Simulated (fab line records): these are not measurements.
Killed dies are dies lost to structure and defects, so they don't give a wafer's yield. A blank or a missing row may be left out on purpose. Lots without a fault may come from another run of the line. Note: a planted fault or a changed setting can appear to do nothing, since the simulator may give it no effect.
Matching of chambers	flow n5_finfet	N5_MOL_CONTACT_COAG_ETCH_59 on rie_diel-05 has 4 sister chambers
The step etches underlayer in N2/H2, target depth 13 nm, time 10.4 s. 4 wafers are shown with their chamber, then 10 later ones without.

== WAFERS, EACH WITH ITS CHAMBER ==
wafer	chamber	drypump_motor_current_A (A)
L086.6	3	5.9
L089.4	0	5.0
L090.2	1	5.7
L090.3	2	5.8

== WAFERS MISSING THEIR CHAMBER ==
wafer	drypump_motor_current_A (A)
L090.6	5.1
L091.1	5.9
L091.2	5.7
L091.3	5.1
L096.1	5.6
L096.3	5.8
L096.6	5.7
L097.3	5.6
L097.4	5.1
L097.6	5.6

== WHICH CHAMBER EACH WENT THROUGH ==
wafer	from the rows above	in truth
L090.6	0	0
L091.1	can't be placed: 3 or 2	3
L091.2	can't be placed: 1 or 2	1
L091.3	0	0
L096.1	can't be placed: 1 or 2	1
L096.3	can't be placed: 2 or 1 or 3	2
L096.6	can't be placed: 1 or 2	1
L097.3	can't be placed: 1 or 2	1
L097.4	0	0
L097.6	can't be placed: 1 or 2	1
Correct placement for 3 of the 10. Not placeable from these rows: 7 (in 7, the candidates include the true chamber). 0 placed wrongly.
How it was worked out, from the rows above alone: a wafer's distance from a chamber is the root of the sum, over the readings, of the square of ((its reading less the chamber's mean) divided by the reading's scatter). If the next closest chamber is less than 2 further off than the closest, the wafer can't be placed; otherwise it belongs to the closest. The mean given for a chamber averages the wafers shown for that chamber. The scatter: root of mean squared gap, hidden wafer to nearest shown wafer, with one shown wafer a chamber.
